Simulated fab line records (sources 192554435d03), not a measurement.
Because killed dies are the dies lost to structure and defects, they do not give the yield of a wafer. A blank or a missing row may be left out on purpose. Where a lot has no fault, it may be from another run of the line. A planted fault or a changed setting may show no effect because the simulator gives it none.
Which tool was responsible? || flow n5Finfet || 29 wafers from 10 lots sampled at 5 of the route's 1938 steps

## WHAT THE GAUGES READ, wafer by wafer
N5_BEOL_M2_RS_MEAS_58: measures by four-point-probe. Usual: M2_RS 0.671 ohm/sq, standard deviation 0.029.
{"lot": "L684", "measured": "day 7 09:04", "on": "filmMetro-01", "M2_RS (ohm/sq)": "0.644 0.686 0.676", "flag": ""}
{"lot": "L686", "measured": "day 8 05:58", "on": "filmMetro-02", "M2_RS (ohm/sq)": "0.650 0.645 0.650", "flag": ""}
{"lot": "L687", "measured": "day 8 07:16", "on": "filmMetro-01", "M2_RS (ohm/sq)": "0.694 0.665 0.666", "flag": ""}
{"lot": "L688", "measured": "day 9 00:08", "on": "filmMetro-02", "M2_RS (ohm/sq)": "0.646 0.643 0.652", "flag": ""}
{"lot": "L690", "measured": "day 9 09:17", "on": "filmMetro-02", "M2_RS (ohm/sq)": "0.709 0.731 0.728", "flag": ""}
{"lot": "L692", "measured": "day 9 11:58", "on": "filmMetro-02", "M2_RS (ohm/sq)": "0.632 0.640 0.659", "flag": ""}
{"lot": "L693", "measured": "day 9 17:34", "on": "filmMetro-01", "M2_RS (ohm/sq)": "0.692 0.672 0.671", "flag": ""}
{"lot": "L696", "measured": "day 10 06:19", "on": "filmMetro-02", "M2_RS (ohm/sq)": "0.669 0.729 0.699", "flag": ""}
{"lot": "L697", "measured": "day 10 09:37", "on": "filmMetro-02", "M2_RS (ohm/sq)": "0.755 0.718", "flag": ""}
{"lot": "L704", "measured": "day 12 20:43", "on": "filmMetro-02", "M2_RS (ohm/sq)": "0.614 0.652 0.652", "flag": ""}

N5_BEOL_M2_INSPECT_59: inspects for defects (darkfield). Usual: rawDefectCount reads 76 (standard deviation 27).
{"lot": "L684", "measured": "day 7 09:05", "on": "defectInspect-01", "rawDefectCount": "56 44 66", "flag": ""}
{"lot": "L686", "measured": "day 8 05:59", "on": "defectInspect-01", "rawDefectCount": "47 75 67", "flag": ""}
{"lot": "L687", "measured": "day 8 07:17", "on": "defectInspect-02", "rawDefectCount": "126 93 67", "flag": ""}
{"lot": "L688", "measured": "day 9 00:10", "on": "defectInspect-02", "rawDefectCount": "127 89 106", "flag": ""}
{"lot": "L690", "measured": "day 9 09:19", "on": "defectInspect-01", "rawDefectCount": "55 56 78", "flag": ""}
{"lot": "L692", "measured": "day 9 12:00", "on": "defectInspect-02", "rawDefectCount": "105 97 98", "flag": ""}
{"lot": "L693", "measured": "day 9 17:35", "on": "defectInspect-01", "rawDefectCount": "31 83 75", "flag": ""}
{"lot": "L696", "measured": "day 10 06:20", "on": "defectInspect-01", "rawDefectCount": "44 74 66", "flag": ""}
{"lot": "L697", "measured": "day 10 09:39", "on": "defectInspect-02", "rawDefectCount": "80 68", "flag": ""}
{"lot": "L704", "measured": "day 12 20:44", "on": "defectInspect-02", "rawDefectCount": "67 112 109", "flag": ""}

N5_BEOL_M4_RC_MEAS_101. Usual: DIBL_N 36.4 mV/V, standard deviation 1.4; DIBL_P 36.4 mV/V, standard deviation 1.5; IOFF_N 0.156 nA/um, standard deviation 0.022; IOFF_P 0.210 nA/um, standard deviation 0.023; ION_N 675 uA/um, standard deviation 9.1; ION_P 463 uA/um, standard deviation 5.7; SS_N 71.6 mV/dec, standard deviation 0.45; SS_P 73.3 mV/dec, standard deviation 0.56; VT_N 250 mV, standard deviation 3.1; VT_P -250.3 mV, standard deviation 2.3.
{"lot": "L684", "measured": "day 9 06:28", "on": "prober-01", "DIBL_N (mV/V)": "35.5 38.7 37.8", "DIBL_P (mV/V)": "32.1 36.9 35.6", "IOFF_N (nA/um)": "0.117 0.175 0.158", "IOFF_P (nA/um)": "0.181 0.263 0.238", "ION_N (uA/um)": "667 674 680", "ION_P (uA/um)": "459 463 465", "SS_N (mV/dec)": "71.3 72.3 72.1", "SS_P (mV/dec)": "73.0 73.6 74.2", "VT_N (mV)": "259 249 251", "VT_P (mV)": "-252.0 -247.5 -249.4", "flag": ""}
{"lot": "L686", "measured": "day 10 06:00", "on": "prober-02", "DIBL_N (mV/V)": "34.5 35.7 35.5", "DIBL_P (mV/V)": "34.8 36.9 37.1", "IOFF_N (nA/um)": "0.139 0.163 0.166", "IOFF_P (nA/um)": "0.180 0.217 0.213", "ION_N (uA/um)": "663 672 678", "ION_P (uA/um)": "453 459 462", "SS_N (mV/dec)": "71.0 71.0 71.6", "SS_P (mV/dec)": "72.3 73.5 73.3", "VT_N (mV)": "252 248 248", "VT_P (mV)": "-248.9 -248.0 -248.4", "flag": ""}
{"lot": "L687", "measured": "day 9 12:20", "on": "prober-01", "DIBL_N (mV/V)": "36.2 36.3 35.1", "DIBL_P (mV/V)": "35.6 34.6 34.0", "IOFF_N (nA/um)": "0.170 0.162 0.144", "IOFF_P (nA/um)": "0.205 0.180 0.169", "ION_N (uA/um)": "681 673 677", "ION_P (uA/um)": "461 455 454", "SS_N (mV/dec)": "72.0 71.7 71.5", "SS_P (mV/dec)": "73.3 73.7 73.6", "VT_N (mV)": "244 249 250", "VT_P (mV)": "-249.8 -252.2 -253.3", "flag": ""}
{"lot": "L688", "measured": "day 10 05:55", "on": "prober-01", "DIBL_N (mV/V)": "34.3 34.1 35.5", "DIBL_P (mV/V)": "35.6 34.4 36.1", "IOFF_N (nA/um)": "0.126 0.120 0.141", "IOFF_P (nA/um)": "0.196 0.192 0.218", "ION_N (uA/um)": "674 677 673", "ION_P (uA/um)": "469 472 472", "SS_N (mV/dec)": "70.8 71.4 71.5", "SS_P (mV/dec)": "72.6 72.4 73.1", "VT_N (mV)": "250 254 248", "VT_P (mV)": "-251.6 -249.2 -245.6", "flag": ""}
{"lot": "L690", "measured": "day 10 13:27", "on": "prober-02", "DIBL_N (mV/V)": "37.7 38.0 36.7", "DIBL_P (mV/V)": "35.4 35.8 34.6", "IOFF_N (nA/um)": "0.175 0.183 0.151", "IOFF_P (nA/um)": "0.232 0.243 0.211", "ION_N (uA/um)": "686 683 681", "ION_P (uA/um)": "474 466 470", "SS_N (mV/dec)": "71.6 71.3 70.9", "SS_P (mV/dec)": "74.0 73.6 73.6", "VT_N (mV)": "249 248 250", "VT_P (mV)": "-249.3 -246.3 -248.6", "flag": ""}
{"lot": "L692", "measured": "day 11 01:58", "on": "prober-01", "DIBL_N (mV/V)": "36.7 38.2 35.7", "DIBL_P (mV/V)": "39.1 40.0 37.9", "IOFF_N (nA/um)": "0.176 0.215 0.169", "IOFF_P (nA/um)": "0.239 0.259 0.216", "ION_N (uA/um)": "683 691 676", "ION_P (uA/um)": "470 466 460", "SS_N (mV/dec)": "72.3 71.8 71.2", "SS_P (mV/dec)": "74.5 73.4 73.3", "VT_N (mV)": "245 243 245", "VT_P (mV)": "-248.6 -246.6 -248.6", "flag": ""}
{"lot": "L693", "measured": "day 11 09:09", "on": "prober-01", "DIBL_N (mV/V)": "36.8 36.9 35.2", "DIBL_P (mV/V)": "37.6 37.7 36.0", "IOFF_N (nA/um)": "0.161 0.157 0.137", "IOFF_P (nA/um)": "0.204 0.212 0.183", "ION_N (uA/um)": "683 670 667", "ION_P (uA/um)": "463 457 458", "SS_N (mV/dec)": "71.3 71.6 71.2", "SS_P (mV/dec)": "72.9 73.1 73.0", "VT_N (mV)": "250 253 253", "VT_P (mV)": "-250.2 -247.6 -249.6", "flag": ""}
{"lot": "L696", "measured": "day 11 17:19", "on": "prober-01", "DIBL_N (mV/V)": "35.0 36.0 35.3", "DIBL_P (mV/V)": "35.1 36.3 35.5", "IOFF_N (nA/um)": "0.130 0.140 0.128", "IOFF_P (nA/um)": "0.182 0.199 0.185", "ION_N (uA/um)": "666 671 659", "ION_P (uA/um)": "459 462 457", "SS_N (mV/dec)": "71.2 71.7 71.4", "SS_P (mV/dec)": "72.8 74.3 74.0", "VT_N (mV)": "252 253 255", "VT_P (mV)": "-256.3 -251.6 -253.3", "flag": ""}
{"lot": "L697", "measured": "day 12 11:10", "on": "prober-01", "DIBL_N (mV/V)": "36.8 38.7", "DIBL_P (mV/V)": "32.7 35.2", "IOFF_N (nA/um)": "0.114 0.155", "IOFF_P (nA/um)": "0.179 0.214", "ION_N (uA/um)": "657 676", "ION_P (uA/um)": "461 465", "SS_N (mV/dec)": "70.9 71.2", "SS_P (mV/dec)": "72.2 73.6", "VT_N (mV)": "254 250", "VT_P (mV)": "-251.9 -249.4", "flag": ""}
{"lot": "L704", "measured": "day 14 03:29", "on": "prober-02", "DIBL_N (mV/V)": "35.8 34.8 35.5", "DIBL_P (mV/V)": "35.7 34.3 35.9", "IOFF_N (nA/um)": "0.152 0.131 0.142", "IOFF_P (nA/um)": "0.211 0.188 0.224", "ION_N (uA/um)": "673 672 673", "ION_P (uA/um)": "468 465 467", "SS_N (mV/dec)": "71.3 71.2 71.6", "SS_P (mV/dec)": "73.6 73.3 73.2", "VT_N (mV)": "252 251 252", "VT_P (mV)": "-248.7 -250.2 -248.7", "flag": ""}

## WHAT TOOL EACH LOT RAN ON (gives the tool, then ch and the chambers of the sampled wafers, and finally the start)
{"lot": "L684", "N5_BEOL_M2_CMP_52": "cmp-04 ch 1,2,3, day 7 08:29", "N5_BEOL_M2_CO_CAP_55": "cvdCo-01 ch 1,2, day 7 08:52"}
{"lot": "L686", "N5_BEOL_M2_CMP_52": "cmp-04 ch 0,2,3, day 8 05:23", "N5_BEOL_M2_CO_CAP_55": "cvdCo-02 ch 0,1,2, day 8 05:47"}
{"lot": "L687", "N5_BEOL_M2_CMP_52": "cmp-04 ch 0,1,3, day 8 06:47", "N5_BEOL_M2_CO_CAP_55": "cvdCo-01 ch 0,1,2, day 8 07:05"}
{"lot": "L688", "N5_BEOL_M2_CMP_52": "cmp-01 ch 0,2,3, day 8 23:39", "N5_BEOL_M2_CO_CAP_55": "cvdCo-02 ch 0,2, day 8 23:57"}
{"lot": "L690", "N5_BEOL_M2_CMP_52": "cmp-02 ch 2,3, day 9 08:46", "N5_BEOL_M2_CO_CAP_55": "cvdCo-02 ch 0,2, day 9 09:06"}
{"lot": "L692", "N5_BEOL_M2_CMP_52": "cmp-01 ch 0,1,2, day 9 11:28", "N5_BEOL_M2_CO_CAP_55": "cvdCo-01 ch 1,2, day 9 11:47"}
{"lot": "L693", "N5_BEOL_M2_CMP_52": "cmp-04 ch 2,3, day 9 16:59", "N5_BEOL_M2_CO_CAP_55": "cvdCo-01 ch 0,2, day 9 17:23"}
{"lot": "L696", "N5_BEOL_M2_CMP_52": "cmp-04 ch 1,2,3, day 10 05:46", "N5_BEOL_M2_CO_CAP_55": "cvdCo-01 ch 1,2, day 10 06:08"}
{"lot": "L697", "N5_BEOL_M2_CMP_52": "cmp-02 ch 0,2, day 10 09:11", "N5_BEOL_M2_CO_CAP_55": "cvdCo-01 ch 0,2, day 10 09:26"}
{"lot": "L704", "N5_BEOL_M2_CMP_52": "cmp-04 ch 1,2, day 12 20:12", "N5_BEOL_M2_CO_CAP_55": "cvdCo-02 ch 0,1, day 12 20:32"}
- N5_BEOL_M2_CMP_52: polishes, stops on SiOC, t overpolish 6.8 s, target thk 40 nm.
- N5_BEOL_M2_CO_CAP_55: material Co, precursor CCTBA/H2, target thk 2 nm, time 102.1 s.

## AS READ BY THE TOOLS THEMSELVES (means over the sampled wafers that have a number; for cases with no such wafer, the mark the record gives instead)
N5_BEOL_M2_CMP_52. Usual: barrierFieldEndpointS 24.7 s, standard deviation 0.65; motorCurrentA 6.1 A, standard deviation 0.49; overpolishRunS 6.802 s, standard deviation 0.0088; timeToEndpointS 63 s, standard deviation 3.1.
{"lot": "L684", "tool": "cmp-04", "barrierFieldEndpointS (s)": 24.7, "motorCurrentA (A)": 5.8, "overpolishRunS (s)": 6.816, "timeToEndpointS (s)": 62, "flag": ""}
{"lot": "L686", "tool": "cmp-04", "barrierFieldEndpointS (s)": 25.2, "motorCurrentA (A)": 6.1, "overpolishRunS (s)": 6.804, "timeToEndpointS (s)": 70, "flag": ""}
{"lot": "L687", "tool": "cmp-04", "barrierFieldEndpointS (s)": 24.6, "motorCurrentA (A)": 6.5, "overpolishRunS (s)": 6.800, "timeToEndpointS (s)": 64, "flag": ""}
{"lot": "L688", "tool": "cmp-01", "barrierFieldEndpointS (s)": 24.8, "motorCurrentA (A)": 5.9, "overpolishRunS (s)": 6.807, "timeToEndpointS (s)": 64, "flag": ""}
{"lot": "L690", "tool": "cmp-02", "barrierFieldEndpointS (s)": 23.9, "motorCurrentA (A)": 6.3, "overpolishRunS (s)": 6.799, "timeToEndpointS (s)": 58, "flag": ""}
{"lot": "L692", "tool": "cmp-01", "barrierFieldEndpointS (s)": 24.6, "motorCurrentA (A)": 6.2, "overpolishRunS (s)": 6.800, "timeToEndpointS (s)": 65, "flag": ""}
{"lot": "L693", "tool": "cmp-04", "barrierFieldEndpointS (s)": 23.7, "motorCurrentA (A)": 6.1, "overpolishRunS (s)": 6.796, "timeToEndpointS (s)": 59, "flag": ""}
{"lot": "L696", "tool": "cmp-04", "barrierFieldEndpointS (s)": 24.4, "motorCurrentA (A)": 5.8, "overpolishRunS (s)": 6.798, "timeToEndpointS (s)": 61, "flag": ""}
{"lot": "L697", "tool": "cmp-02", "barrierFieldEndpointS (s)": 24.2, "motorCurrentA (A)": 5.8, "overpolishRunS (s)": 6.804, "timeToEndpointS (s)": 61, "flag": ""}
{"lot": "L704", "tool": "cmp-04", "barrierFieldEndpointS (s)": 25.2, "motorCurrentA (A)": 5.6, "overpolishRunS (s)": 6.792, "timeToEndpointS (s)": 63, "flag": ""}

N5_BEOL_M2_CO_CAP_55. Usual: heaterPowerW 234 W, standard deviation 20; runLengthS 125.4 s, standard deviation 0.6.
{"lot": "L684", "tool": "cvdCo-01", "heaterPowerW (W)": 219, "runLengthS (s)": 124.6, "flag": ""}
{"lot": "L686", "tool": "cvdCo-02", "heaterPowerW (W)": 238, "runLengthS (s)": 125.5, "flag": ""}
{"lot": "L687", "tool": "cvdCo-01", "heaterPowerW (W)": 229, "runLengthS (s)": 125.3, "flag": ""}
{"lot": "L688", "tool": "cvdCo-02", "heaterPowerW (W)": 226, "runLengthS (s)": 125.6, "flag": ""}
{"lot": "L690", "tool": "cvdCo-02", "heaterPowerW (W)": 238, "runLengthS (s)": 125.4, "flag": ""}
{"lot": "L692", "tool": "cvdCo-01", "heaterPowerW (W)": 215, "runLengthS (s)": 125.0, "flag": ""}
{"lot": "L693", "tool": "cvdCo-01", "heaterPowerW (W)": 217, "runLengthS (s)": 124.8, "flag": ""}
{"lot": "L696", "tool": "cvdCo-01", "heaterPowerW (W)": 233, "runLengthS (s)": 113.2, "flag": "OFF"}
{"lot": "L697", "tool": "cvdCo-01", "heaterPowerW (W)": 218, "runLengthS (s)": 107.3, "flag": "OFF"}
{"lot": "L704", "tool": "cvdCo-02", "heaterPowerW (W)": 239, "runLengthS (s)": 125.8, "flag": ""}

## THE ANSWER, worked out from the rows above alone
Rule: lot off if the mean of its wafers having a number is beyond 3 standard deviations from the usual mean. A lot without any number at a reading at which 4 lots or more have one is off too. Any other lot the step has rows for is counted as sound. First the gauges in route order, then the tools' own readings, where a lot's mean is used as printed above. The first step at which some lot is off is used, and at that step the reading that is off furthest; a lot without a number counts as furthest.
Off: L696, L697 (N5_BEOL_M2_CO_CAP_55, runLengthS).
A tool fits if, at that step or a process step before it, it ran every lot that is off, and no sound lot after the first of them. One fits: N5_BEOL_M2_CO_CAP_55 on cvdCo-01. Its last sound lot is L693 (day 9 17:23), its first lot that is off L696 (day 10 06:08): a fault that began between those two fits.
On the lots that are off, the tool's own readings at N5_BEOL_M2_CO_CAP_55 differ by more than 5 times the standard deviation of the sound lots' means, which bears it out; runLengthS reads 110.2 s there versus 125.2 s on the sound lots.

## WHAT THE SIMULATOR HAD INSERTED
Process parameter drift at N5_BEOL_M2_CO_CAP_55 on cvdCo-01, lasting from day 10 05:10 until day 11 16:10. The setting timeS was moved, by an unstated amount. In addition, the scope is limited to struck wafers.
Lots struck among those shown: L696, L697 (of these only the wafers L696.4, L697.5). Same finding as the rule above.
